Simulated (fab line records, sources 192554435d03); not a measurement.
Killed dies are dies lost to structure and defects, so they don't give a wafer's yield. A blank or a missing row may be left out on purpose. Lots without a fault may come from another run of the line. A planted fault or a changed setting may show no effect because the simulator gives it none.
Chamber matching | flow n5_finfet | N5_BEOL_M9_STRIP_67 on rie_diel-02: 4 sister chambers
The step strips in CF4. 8 wafers are shown with their chamber, then 8 later ones without.

WAFERS WITH THEIR CHAMBER
wafer  | chamber | drypump_motor_current_A (A) | showerhead_plenum_p_Torr (Torr)
L081.3 | 0       | 5.0                         | 1.91
L081.5 | 2       | 6.8                         | 1.82
L086.1 | 2       | 6.7                         | 1.81
L086.2 | 3       | 6.5                         | 1.77
L087.3 | 3       | 6.5                         | 1.77
L087.4 | 0       | 5.0                         | 1.90
L087.6 | 1       | 6.2                         | 1.76
L089.1 | 1       | 6.2                         | 1.76

WAFERS WITHOUT THEIR CHAMBER
wafer  | drypump_motor_current_A (A) | showerhead_plenum_p_Torr (Torr)
L089.2 | 5.0                         | 1.91
L089.4 | 6.4                         | 1.77
L093.2 | 5.0                         | 1.90
L093.5 | 5.0                         | 1.90
L093.6 | 6.5                         | 1.77
L094.1 | 6.5                         | 1.77
L094.4 | 6.7                         | 1.81
L094.6 | 5.0                         | 1.90

WHICH CHAMBER EACH WENT THROUGH
wafer  | from the rows above | in truth
L089.2 | 0                   | 0
L089.4 | 3                   | 3
L093.2 | 0                   | 0
L093.5 | 0                   | 0
L093.6 | 3                   | 3
L094.1 | 3                   | 3
L094.4 | 2                   | 2
L094.6 | 0                   | 0
Placed correctly: 8 of 8. Can't be placed from these rows: 0. Placed wrongly: 0.
How it was worked out, from the rows above alone: a wafer's distance from a chamber is the root of the sum, over the readings, of the square of ((its reading less the chamber's mean) divided by the reading's scatter). The wafer belongs to the nearest chamber; if the next one is less than 2 further off, it can't be placed. A chamber's mean is the mean of its shown wafers. The scatter: the root of (the sum of the squares of (reading less its chamber's mean) over the shown wafers, divided by (wafers less chambers)).
